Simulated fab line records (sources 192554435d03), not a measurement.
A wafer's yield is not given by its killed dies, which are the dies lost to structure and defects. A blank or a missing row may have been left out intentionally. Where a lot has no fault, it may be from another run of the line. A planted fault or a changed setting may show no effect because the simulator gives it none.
Matching of chambers :: flow n5_finfet :: N5_BEOL_M10_ETCH_65 on rie_diel-01 has 4 sister chambers
The step etches SiARC in CF4, target depth 39 nm, time 65 s. 7 wafers are shown with their chamber, then 7 later ones without.

WAFERS WITH THEIR CHAMBER
wafer: L835.4
chamber: 0
showerhead_plenum_p_Torr (Torr): 2.14
oes_product_au (a.u.): 0.61

wafer: L835.6
chamber: 3
showerhead_plenum_p_Torr (Torr): 2.10
oes_product_au (a.u.): 0.70

wafer: L836.2
chamber: 0
showerhead_plenum_p_Torr (Torr): 2.13
oes_product_au (a.u.): 0.60

wafer: L836.3
chamber: 2
showerhead_plenum_p_Torr (Torr): 2.03
oes_product_au (a.u.): 0.58

wafer: L836.4
chamber: 1
showerhead_plenum_p_Torr (Torr): 2.23
oes_product_au (a.u.): 0.67

wafer: L844.1
chamber: 3
showerhead_plenum_p_Torr (Torr): 2.09
oes_product_au (a.u.): 0.68

wafer: L844.4
chamber: 2
showerhead_plenum_p_Torr (Torr): 2.03
oes_product_au (a.u.): 0.58

WAFERS WHOSE CHAMBER IS MISSING
wafer: L844.5
showerhead_plenum_p_Torr (Torr): 2.23
oes_product_au (a.u.): 0.67

wafer: L851.2
showerhead_plenum_p_Torr (Torr): 2.02
oes_product_au (a.u.): 0.57

wafer: L851.4
showerhead_plenum_p_Torr (Torr): 2.02
oes_product_au (a.u.): 0.56

wafer: L851.6
showerhead_plenum_p_Torr (Torr): 2.12
oes_product_au (a.u.): 0.58

wafer: L853.2
showerhead_plenum_p_Torr (Torr): 2.12
oes_product_au (a.u.): 0.58

wafer: L853.4
showerhead_plenum_p_Torr (Torr): 2.08
oes_product_au (a.u.): 0.67

wafer: L853.6
showerhead_plenum_p_Torr (Torr): 2.12
oes_product_au (a.u.): 0.57

EACH ONE'S CHAMBER
wafer: L844.5
from the rows above: 1
in truth: 1

wafer: L851.2
from the rows above: 2
in truth: 2

wafer: L851.4
from the rows above: 2
in truth: 2

wafer: L851.6
from the rows above: 0
in truth: 0

wafer: L853.2
from the rows above: 0
in truth: 0

wafer: L853.4
from the rows above: 3
in truth: 3

wafer: L853.6
from the rows above: 0
in truth: 0
Correct placement for 7 of the 7. Number that these rows cannot place: 0. 0 placed wrongly.
How it was worked out, from the rows above alone: a wafer's distance from a chamber is the root of the sum, over the readings, of the square of ((its reading less the chamber's mean) divided by the reading's scatter). The wafer belongs to the nearest chamber; if the next one is less than 2 further off, it can't be placed. The mean given for a chamber averages the wafers shown for that chamber. The scatter: take each reading less its chamber's mean, square it, sum over the shown wafers, divide by the number of wafers less the number of chambers, and take the root.
